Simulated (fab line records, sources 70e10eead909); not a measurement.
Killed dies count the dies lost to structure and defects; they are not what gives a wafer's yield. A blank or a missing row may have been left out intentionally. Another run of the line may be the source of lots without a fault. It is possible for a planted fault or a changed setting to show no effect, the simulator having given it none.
Chamber matching :: flow nand harc :: NHARC_A_STAIRCASE_DEP_471 on pecvd-03: 3 sister chambers
The step deposits SiO2, target thk 100 nm. 6 wafers are shown with their chamber, then 9 later ones without.

== EACH WAFER AND ITS CHAMBER ==
wafer: L080.6
chamber: 0
throttle valve pct (%): 16.5
heater power w (W): 607

wafer: L081.3
chamber: 1
throttle valve pct (%): 15.4
heater power w (W): 636

wafer: L081.5
chamber: 2
throttle valve pct (%): 14.8
heater power w (W): 558

wafer: L082.1
chamber: 2
throttle valve pct (%): 14.9
heater power w (W): 487

wafer: L082.2
chamber: 1
throttle valve pct (%): 15.5
heater power w (W): 580

wafer: L082.3
chamber: 0
throttle valve pct (%): 16.2
heater power w (W): 580

== WAFERS WHOSE CHAMBER IS MISSING ==
wafer: L090.1
throttle valve pct (%): 15.2
heater power w (W): 511

wafer: L090.3
throttle valve pct (%): 15.4
heater power w (W): 662

wafer: L090.6
throttle valve pct (%): 15.7
heater power w (W): 513

wafer: L092.2
throttle valve pct (%): 15.5
heater power w (W): 529

wafer: L092.3
throttle valve pct (%): 16.4
heater power w (W): 599

wafer: L092.4
throttle valve pct (%): 15.5
heater power w (W): 592

wafer: L096.1
throttle valve pct (%): 15.7
heater power w (W): 628

wafer: L096.2
throttle valve pct (%): 16.4
heater power w (W): 601

wafer: L096.5
throttle valve pct (%): 15.5
heater power w (W): 650

== WHICH CHAMBER EACH ONE RAN IN ==
wafer: L090.1
from the rows above: can't be placed: 2 or 1
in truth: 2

wafer: L090.3
from the rows above: 1
in truth: 1

wafer: L090.6
from the rows above: 1
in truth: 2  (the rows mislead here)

wafer: L092.2
from the rows above: 1
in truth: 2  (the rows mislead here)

wafer: L092.3
from the rows above: 0
in truth: 0

wafer: L092.4
from the rows above: 1
in truth: 1

wafer: L096.1
from the rows above: 1
in truth: 1

wafer: L096.2
from the rows above: 0
in truth: 0

wafer: L096.5
from the rows above: 1
in truth: 1
Correctly placed: 6 of 9. Can't be placed from these rows: 1 (the true chamber is among the candidates in 1). Wrongly placed: 2.
How it was worked out, from the rows above alone: a wafer's distance from a chamber is the root of the sum, over the readings, of the square of ((its reading less the chamber's mean) divided by the reading's scatter). If the next closest chamber is less than 2 further off than the closest, the wafer can't be placed; otherwise it belongs to the closest. A chamber's mean is the mean of its shown wafers. How the scatter is found: for the shown wafers, subtract from each reading the mean of its chamber, square and add these, divide the total by (wafers less chambers), then take the root.
